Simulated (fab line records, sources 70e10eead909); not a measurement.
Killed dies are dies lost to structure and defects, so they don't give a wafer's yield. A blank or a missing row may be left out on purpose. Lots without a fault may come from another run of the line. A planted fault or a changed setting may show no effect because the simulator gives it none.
A struck lot beside a sound one | flow nand_harc | 44 steps out of a route of 1159
Sound: wafers L527.3, L527.5, L527.6. Struck: wafers L536.2, L536.4, L536.5. The cause comes at the end.
At each step with rows: each side's tool, then ch and its chambers, then its first start. Under that, the readings that differ: sound wafers | struck wafers | difference of the means | sigmas: that difference in standard deviations of wafers without a fault.
alike: readings whose means differ by less than 2 such deviations, and words and numbers that are the same on both sides. not compared: withheld readings, readings that some wafer has no value for, bounds like >300 that may hide the same value, and numbers for which the record gives no deviation and whose values overlap.
The two part at a step that has a row with sigmas, a row that says differs or no value, or rows on one side only. Numbers that don't overlap but have no deviation are shown without sigmas and don't part them. A reading that every wafer of one side lacks parts them only if that side has two wafers or more.

first, 5 steps without rows for these wafers: NHARC_P_GATE_SOFTBAKE_21 (time 55 s); NHARC_P_GATE_EBR_22; NHARC_P_GATE_EXPOSE_23 (exposes mask P GATE, target cd 120 nm); NHARC_P_GATE_PEB_24 (peb time 65 s); NHARC_P_GATE_DEVELOP_25 (develop time 35 s).
NHARC_P_GATE_CD_MEAS_26: target cd 120 nm.
  sound on cd_sem-02 ch 0, day 4 16:04; struck on cd_sem-03 ch 0, day 6 21:17
  alike: cd_nm
NHARC_P_GATE_OVL_MEAS_27:
  sound on overlay-01, day 4 16:08; struck on overlay-02, day 6 21:23
  reading           | sound       | struck         | difference | sigmas
  overlay_y_nm (nm) | 0.6 0.5 0.7 | -2.0 -2.0 -2.3 | -2.7       | -3
  alike: overlay_x_nm
NHARC_P_GATE_INSPECT_28:
  sound on defect_inspect-01, day 4 16:11; struck on defect_inspect-02, day 6 21:25
  alike: raw_defect_count
then, 2 steps without rows for these wafers: NHARC_P_GATE_DESCUM_31 (chemistry O2, time 3 s); NHARC_P_GATE_ETCH_104 (etches the open film in CF4/CHF3, target depth 60 nm).
NHARC_P_GATE_HM_OPEN_105: chemistry O2/COS, target depth 360 nm.
  sound on rie_diel-03 ch 1,2,3; struck on rie_diel-03 ch 0,2
  alike: drypump_motor_current_A, oes_product_au, rf_fwd_power_W, rf_vpp_V, showerhead_plenum_p_Torr, throttle_valve_pct
  not compared: rf_hours_counter_h
then, 1 step without rows for these wafers: NHARC_P_GATE_STRIP_106 (strips in O2/COS).
NHARC_P_GATE_ETCH_114: etches the open film in CF4/O2, target depth 30 nm, overetch 3 nm, time 16.5 s.
  sound on rie_diel-03 ch 0,1,2, day 4 16:00; struck on rie_diel-03 ch 1,2,3, day 6 22:00
  alike: drypump_motor_current_A, oes_product_au, rf_fwd_power_W, rf_vpp_V, showerhead_plenum_p_Torr, throttle_valve_pct
  not compared: rf_hours_counter_h
then, 2 steps without rows for these wafers: NHARC_P_GATE_ETCH_32 (etches the open film in HBr/Cl2, target depth 150 nm, time 100.1 s); NHARC_P_GATE_STRIP_108 (strips in O2).
NHARC_P_GATE_CD_MEAS_33:
  sound on cd_sem-03, day 4 17:14; struck on cd_sem-02, day 6 22:35
  alike: cd_nm
then, 3 steps without rows for these wafers: NHARC_P_GATE_STRIP_35 (strips in SPM, time 600 s); NHARC_P_GATE_PRECLEAN_73 (cleans in SC1); NHARC_P_GATE_SRD_74.
NHARC_P_GATE_ALD_36: deposits SiNx, target thk 20 nm, pulse time 60 s, ald cycles 223.
  sound on ald_sin-04 ch 1,2,3, day 4 20:53; struck on ald_sin-02 ch 0,2, day 6 23:03
  alike: heater_power_w, precursor_pulse_height_rel
NHARC_P_GATE_ETCHBACK_37: etches the open film in CHF3/O2, target depth 34.5 nm, time 17.2 s.
  sound on rie_diel-10 ch 1,2; struck on rie_diel-10 ch 0,2,3
  alike: drypump_motor_current_A, oes_product_au, rf_fwd_power_W, rf_vpp_V, showerhead_plenum_p_Torr, throttle_valve_pct
  not compared: rf_hours_counter_h
then, 13 steps without rows for these wafers: NHARC_P_GATE_STRIP_101 (strips in O2, time 20 s); NHARC_P_GATE_PRECLEAN_97 (cleans in SPM, time 600 s); NHARC_P_GATE_SRD_98; NHARC_P_GATE_PRECLEAN_99 (cleans in SC1); NHARC_P_GATE_SRD_100; NHARC_P_GATE_DEHYDRATE_38 (time 120 s); NHARC_P_GATE_HMDS_39 (time 30 s); NHARC_P_GATE_COAT_40; NHARC_P_GATE_SOFTBAKE_41 (time 95 s); NHARC_P_GATE_EBR_42; NHARC_P_GATE_EXPOSE_43 (exposes mask P NSD, target cd 720 nm); NHARC_P_GATE_PEB_44 (peb time 85 s); NHARC_P_GATE_DEVELOP_45 (time 70 s).
NHARC_P_GATE_CD_MEAS_46: target cd 720 nm.
  sound on cd_sem-02 ch 0, day 5 04:09; struck on cd_sem-02 ch 0, day 7 09:35
  alike: cd_nm
then, 1 step without rows for these wafers: NHARC_P_GATE_HARDBAKE_47 (time 80 s).
NHARC_P_GATE_DESCUM_48: chemistry O2, time 3 s.
  sound on rie_diel-10 ch 0,2,3, day 5 04:20; struck on rie_diel-03 ch 2,3, day 7 09:44
  alike: drypump_motor_current_A, oes_product_au, rf_vpp_V, showerhead_plenum_p_Torr, throttle_valve_pct
  not compared: rf_hours_counter_h
then, 1 step without rows for these wafers: NHARC_P_GATE_IMPLANT_49.
NHARC_P_GATE_STRIP_111: strips in N2/H2, time 250 s.
  sound on plasma_asher-02 ch 0,1, day 5 05:06; struck on plasma_asher-01 ch 0,1, day 7 10:07
  alike: drypump_motor_current_A, heater_power_w, rf_refl_power_W
  not compared: rf_hours_counter_h
then, 3 steps without rows for these wafers: NHARC_P_GATE_STRIP_75 (strips in O2); NHARC_P_GATE_STRIP_50 (strips in SPM, time 900 s); NHARC_P_GATE_DEHYDRATE_51 (time 120 s).
NHARC_P_GATE_INSPECT_68:
  sound on defect_inspect-01, day 5 11:46; struck on defect_inspect-01, day 7 16:15
  reading          | sound       | struck      | difference | sigmas
  raw_defect_count | 162 238 157 | 558 730 619 | +450       | +5
-- the record jumps here: 14 days lie between the struck wafers' starts before and after (it left off in module P_GATE and takes up again in module END, whose first step shown is number 1159 of the route) --
NHARC_END_SORT_01:
  the record has rows for the struck wafers here (prober-01 ch 0, day 21 18:28) and none for the sound ones

WHERE THEY PART
First at NHARC_P_GATE_OVL_MEAS_27; last, within this record, at NHARC_END_SORT_01.

WHY: what the simulator had put in
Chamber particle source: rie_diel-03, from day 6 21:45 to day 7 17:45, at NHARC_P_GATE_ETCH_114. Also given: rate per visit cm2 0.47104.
